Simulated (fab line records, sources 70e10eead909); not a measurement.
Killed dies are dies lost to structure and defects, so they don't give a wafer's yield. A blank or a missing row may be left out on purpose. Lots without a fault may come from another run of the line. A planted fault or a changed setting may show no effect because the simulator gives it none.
A struck lot beside a sound one | flow nand_harc | 39 steps out of a route of 1159
Sound: wafers L461.2, L461.3, L461.4. Struck: wafer L466.5. (L466.3, L466.6 of the same lot were not struck and are left out.) The cause comes at the end.
At each step with rows: each side's tool, then ch and its chambers, then its first start. Under that, the readings that differ: sound wafers | struck wafers | difference of the means | sigmas: that difference in standard deviations of wafers without a fault.
alike: readings whose means differ by less than 2 such deviations, and words and numbers that are the same on both sides. not compared: withheld readings, readings that some wafer has no value for, bounds like >300 that may hide the same value, and numbers for which the record gives no deviation and whose values overlap.
The two part at a step that has a row with sigmas, a row that says differs or no value, or rows on one side only. Numbers that don't overlap but have no deviation are shown without sigmas and don't part them. A reading that every wafer of one side lacks parts them only if that side has two wafers or more.

first, 6 steps without rows for these wafers: NHARC_A_WL_FILL_PRECLEAN_30 (cleans in dHF, time 10 s); NHARC_A_WL_FILL_SRD_14; NHARC_A_WL_FILL_ALD_19 (deposits TiN, target thk 2 nm, pulse time 3 s, ald cycles 100); NHARC_A_WL_FILL_CVD_20 (deposits W, target thk 75 nm, time 5064 s); NHARC_A_WL_FILL_CMP_12 (polishes, t overpolish 30 s, target thk 75 nm); NHARC_A_WL_FILL_SRD_31.
NHARC_A_WL_FILL_INSPECT_15:
  sound on defect_inspect-02, day 16 07:55; struck on defect_inspect-02, day 18 22:33
  alike: raw_defect_count
then, 1 step without rows for these wafers: NHARC_A_CONTACT_DEP_24 (deposits SiO2, target thk 500 nm).
NHARC_A_CONTACT_DEP_28: deposits aC, target thk 3600 nm.
  sound on acl_dep-02 ch 0, day 16 08:58; struck on acl_dep-02 ch 0, day 18 23:58
  reading              | sound                | struck | difference | sigmas
  susceptor_temp_C (C) | 399.71 399.63 399.90 | 400.53 | +0.78      | +3
  alike: throttle_valve_pct
NHARC_A_CONTACT_DEP_29: deposits SiON, target thk 70 nm.
  sound on pecvd-01 ch 0,1, day 16 10:53; struck on pecvd-04 ch 1, day 19 01:31
  reading                  | sound                | struck | difference | sigmas
  heater_power_outer_w (W) | 319 497 325          | 591    | +211       | +2
  susceptor_temp_C (C)     | 400.09 399.51 400.06 | 400.37 | +0.48      | +2
  alike: chamber_pressure_Torr, heater_power_w
then, 10 steps without rows for these wafers: NHARC_A_CONTACT_DEHYDRATE_32 (time 120 s); NHARC_A_CONTACT_HMDS_33 (time 30 s); NHARC_A_CONTACT_COAT_34 (time 75 s); NHARC_A_CONTACT_COAT_35 (time 65 s); NHARC_A_CONTACT_COAT_36 (resist thk 90 nm); NHARC_A_CONTACT_SOFTBAKE_37 (time 55 s); NHARC_A_CONTACT_EBR_38; NHARC_A_CONTACT_EXPOSE_39 (exposes mask A CC 3); NHARC_A_CONTACT_PEB_40 (peb time 65 s); NHARC_A_CONTACT_DEVELOP_41 (develop time 35 s).
NHARC_A_CONTACT_CD_MEAS_42: target cd 200 nm.
  sound on cd_sem-01 ch 0, day 16 11:29; struck on cd_sem-03 ch 0, day 19 02:11
  alike: cd_nm
NHARC_A_CONTACT_OVL_MEAS_43:
  sound on overlay-01, day 16 11:34; struck on overlay-02, day 19 02:16
  alike: overlay_x_nm, overlay_y_nm
NHARC_A_CONTACT_INSPECT_44:
  sound on defect_inspect-01, day 16 11:36; struck on defect_inspect-01, day 19 02:19
  alike: raw_defect_count
NHARC_A_CONTACT_DESCUM_47: chemistry O2, time 3 s.
  sound on rie_diel-04 ch 0,1,2, day 16 11:40; struck on rie_diel-04 ch 0, day 19 02:23
  reading                | sound                | struck | difference | sigmas
  oes_product_au (a.u.)  | 0.984 0.994 1.001    | 1.013  | +0.020     | +2
  throttle_valve_pct (%) | 11.314 11.307 11.327 | 11.284 | -0.032     | -4
  alike: drypump_motor_current_A, rf_vpp_V, showerhead_plenum_p_Torr
  not compared: rf_hours_counter_h
then, 7 steps without rows for these wafers: NHARC_A_CONTACT_ETCH_48 (etches the open film in CF4, target depth 39 nm, time 65 s); NHARC_A_CONTACT_ETCH_49 (etches the open film in N2/H2, target depth 260 nm, time 475.3 s); NHARC_A_CONTACT_ETCH_50 (etches the open film in CF4/CHF3, target depth 84.7 nm, time 42.4 s); NHARC_A_CONTACT_ETCH_51 (etches the open film in O2/COS, target depth 3600 nm, time 936 s); NHARC_A_CONTACT_ETCH_111 (etches the open film in C4F8/O2/Ar, time 140 s, target depth 700 nm); NHARC_A_CONTACT_ETCH_112 (etches the open film in C4F8/O2/Ar, time 94 s, target depth 922 nm); NHARC_A_CONTACT_ETCH_113 (etches the open film in C4F8/O2/Ar, time 94 s, target depth 922 nm).
NHARC_A_CONTACT_ETCH_114: etches the open film in C4F8/O2/Ar, time 94 s, target depth 922 nm.
  sound on har_cap_etch-02 ch 0,1, day 16 13:19; struck on har_cap_etch-02 ch 0, day 19 04:05
  not compared: rf_hours_counter_h
then, 1 step without rows for these wafers: NHARC_A_CONTACT_ETCH_115 (etches the open film in C4F8/O2/Ar, time 94 s, target depth 922 nm).
NHARC_A_CONTACT_ETCH_116: etches the open film in C4F8/O2/Ar, time 94 s, target depth 922 nm.
  sound on har_cap_etch-02 ch 0,1, day 16 13:30; struck on har_cap_etch-02 ch 0, day 19 04:16
  not compared: rf_hours_counter_h
then, 3 steps without rows for these wafers: NHARC_A_CONTACT_ETCH_117 (etches the open film in C4F8/O2/Ar, time 94 s, target depth 922 nm); NHARC_A_CONTACT_ETCH_118 (etches the open film in C4F8/O2/Ar, time 94 s, target depth 922 nm); NHARC_A_CONTACT_ETCH_119 (etches the open film in C4F8/O2/Ar, time 94 s, target depth 922 nm).
NHARC_A_CONTACT_ETCH_120: etches the open film in C4F8/O2/Ar, time 94 s, target depth 922 nm.
  sound on har_cap_etch-02 ch 0,1, day 16 13:52; struck on har_cap_etch-02 ch 0, day 19 04:37
  not compared: rf_hours_counter_h
-- the record jumps here: 5 days lie between the struck wafers' starts before and after (it left off in module A_CONTACT and takes up again in module END, whose first step shown is number 1159 of the route) --
NHARC_END_SORT_01:
  the record has rows for the struck wafers here (prober-02 ch 0, day 24 03:34) and none for the sound ones

WHERE THEY PART
First at NHARC_A_CONTACT_DEP_28; last, within this record, at NHARC_END_SORT_01.

WHY: what the simulator had put in
Process parameter drift: acl_dep-02, from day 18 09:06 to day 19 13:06, at NHARC_A_CONTACT_DEP_28. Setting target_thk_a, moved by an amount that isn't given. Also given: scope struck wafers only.
